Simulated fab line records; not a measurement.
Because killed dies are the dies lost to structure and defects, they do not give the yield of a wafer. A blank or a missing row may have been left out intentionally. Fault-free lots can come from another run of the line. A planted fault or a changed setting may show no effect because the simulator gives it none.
What tool caused it? | flow n5-finfet | 11 lots, 33 wafers sampled, at 2 steps of a route of 1938

## WHAT EACH GAUGE READ, for each wafer
N5_FIN_SAQP_OVL_MEAS_17.
lot  | measured    | on         | FIN_CORE_OVL (nm)
L075 | day 2 03:22 | overlay-02 | -0.1 0.5 -0.1
L077 | day 2 15:26 | overlay-01 | 0.8 -0.2 0.0
L079 | day 3 03:41 | overlay-02 | 0.5 2.2 2.0
L081 | day 3 17:47 | overlay-02 | -0.2 1.0 -0.2
L083 | day 4 04:02 | overlay-01 | 0.4 -0.6 -0.5
L085 | day 4 15:19 | overlay-01 | -0.4 0.2 -0.4
L088 | day 5 09:14 | overlay-02 | 1.7 1.0 -0.5
L090 | day 5 21:52 | overlay-01 | -0.8 0.0 0.6
L092 | day 6 10:42 | overlay-02 | -0.5 0.2 -0.9
L094 | day 6 22:04 | overlay-02 | -0.2 0.1 -0.8
L096 | day 7 10:34 | overlay-02 | 1.3 1.2 0.8

## WHAT TOOL EACH LOT RAN ON (gives the tool, then ch and the chambers of the sampled wafers, and finally the start)
lot  | N5_FIN_SAQP_PECVD_47
L075 | pecvd-01 ch 0,1, day 2 02:40
L077 | pecvd-01 ch 1,2, day 2 14:43
L079 | pecvd-03 ch 0,1, day 3 03:07
L081 | pecvd-03 ch 0,1, day 3 17:05
L083 | pecvd-02 ch 1,2, day 4 03:19
L085 | pecvd-02 ch 0,1,2, day 4 14:37
L088 | pecvd-02 ch 1,2, day 5 08:31
L090 | pecvd-02 ch 0,1, day 5 21:18
L092 | pecvd-03 ch 1,2, day 6 10:01
L094 | pecvd-02 ch 0,1,2, day 6 21:29
L096 | pecvd-03 ch 0,1, day 7 09:52
- N5_FIN_SAQP_PECVD_47: deposits a-Si from SiH4/He, target thk 45 nm, time 36.3 s.

## THE ANSWER, worked out from the rows above alone
Rule: the lots themselves supply what counts as usual. Put in order of their means at a reading, lots are off if they are a third of the lots or fewer, leave a main group of 4 or more, and stand apart from it by a gap of 3 or more times the standard deviation of the main group's means; of several such gaps the widest counts. A main group whose means are all the same, to the digits that the tables above print for the reading, isn't used. Also off: a lot with no number at a reading for which 4 or more lots have one. Where the step has rows for the other lots, those lots are counted as sound.
No lot is off at any reading shown: from this, nothing can be told.

## WHAT THE SIMULATOR HAD INSERTED
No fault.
